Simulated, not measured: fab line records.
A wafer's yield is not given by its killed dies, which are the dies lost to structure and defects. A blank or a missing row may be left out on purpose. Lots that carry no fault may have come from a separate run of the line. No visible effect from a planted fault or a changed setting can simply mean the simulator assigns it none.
Split-lot study	flow n5Finfet	21 wafers read from 7 lots, route of 1938 steps

THE SPLIT
At N5_PASSIVATION_EXPOSE_27 (exposes mask PAD, defocus 0 nm), the setting doseMj was moved away from the recipe's 32.3 on 6 of the 21 wafers read, by -6.3% to +4.8%. All remaining wafers had this setting at the recipe value.

FROM THE SPLIT TO THE READING: what the file shows between them, 3 steps
- N5_PASSIVATION_PEB_28
- N5_PASSIVATION_DEVELOP_29: develop time 60 s
- N5_PASSIVATION_HARDBAKE_31: time 120 s

THE READING
cdNm at N5_PASSIVATION_CD_MEAS_30, given in nm (cd target 4000 nm). A value of 3999.4 nm with a standard deviation of 1.8 nm is what fault-free wafers of this fab line usually give.

wafer	tool, chamber at the split	doseMj as run	against the recipe	cdNm, nm	against lot-mates on the recipe
L080.2	krfScanner-02, 0	32.3	recipe	3999.8	-
L080.3	krfScanner-02, 0	33.86	+4.8%	4010.0	+10.2
L080.4	krfScanner-02, 0	33.86	+4.8%	4007.2	+7.4
L085.3	krfScanner-02, 0	32.3	recipe	3998.4	-
L085.5	krfScanner-02, 0	32.3	recipe	4001.0	-
L085.6	krfScanner-02, 0	32.3	recipe	3999.3	-
L088.2	krfScanner-01, 0	30.28	-6.3%	3985.6	-13.7
L088.3	krfScanner-01, 0	32.3	recipe	3999.3	-
L088.5	krfScanner-01, 0	30.28	-6.3%	3990.0	-9.3
L089.3	krfScanner-01, 0	31.24	-3.3%	3995.1	-7.2
L089.4	krfScanner-01, 0	32.3	recipe	4002.3	-
L089.6	krfScanner-01, 0	31.24	-3.3%	3993.6	-8.7
L091.2	krfScanner-02, 0	32.3	recipe	3999.6	-
L091.5	krfScanner-02, 0	32.3	recipe	3999.4	-
L091.6	krfScanner-02, 0	32.3	recipe	4000.9	-
L090.1	krfScanner-02, 0	32.3	recipe	4000.6	-
L090.4	krfScanner-02, 0	32.3	recipe	3999.1	-
L090.5	krfScanner-02, 0	32.3	recipe	3998.6	-
L095.1	krfScanner-01, 0	32.3	recipe	4002.7	-
L095.2	krfScanner-01, 0	32.3	recipe	4001.8	-
L095.4	krfScanner-01, 0	32.3	recipe	4000.3	-

FIT RESULTS
A straight line over all 21 wafers: cdNm changes by +1.87 nm for each +1% of doseMj; r = +0.96; the points scatter about the line by 1.5 nm.
The same after taking each lot's own level away (the mean of its wafers on the recipe; 21 wafers): +1.91 nm for each +1%; r = +0.97; scatter 1.3 nm.
According to that fit, moving doseMj by its largest amount changes the reading by 12 nm.
Across the lots, their own levels run from 3999.30 to 4002.30 nm, a range of 1.7 times the standard deviation given above.
So the lot-to-lot level changes the slope little: the two slopes agree.
Check: for one of the wafers moved furthest among these (-6.3%), held out of the fit, the line's prediction against its lot-mates is -11.5 nm. Against them it came out at -13.7 nm.

OTHER SPLITS APPLIED TO THESE WAFERS
Note: prior to the reading, these wafers also went through further splits. Each is held against what the fit with the lots' levels taken away leaves over:
other split on the same wafers	wafers away from the commonest value	r with cdNm (lot level and that fit taken away)
N5_BEOL_M15_CMP_49 downForcePsi	4	+0.08
N5_MIM_BOT_SPUTTER_00 timeS	7	-0.12

THE FILE'S OWN FIT
cdNm changes by +1.92 nm for each +1% of doseMj, r = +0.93.
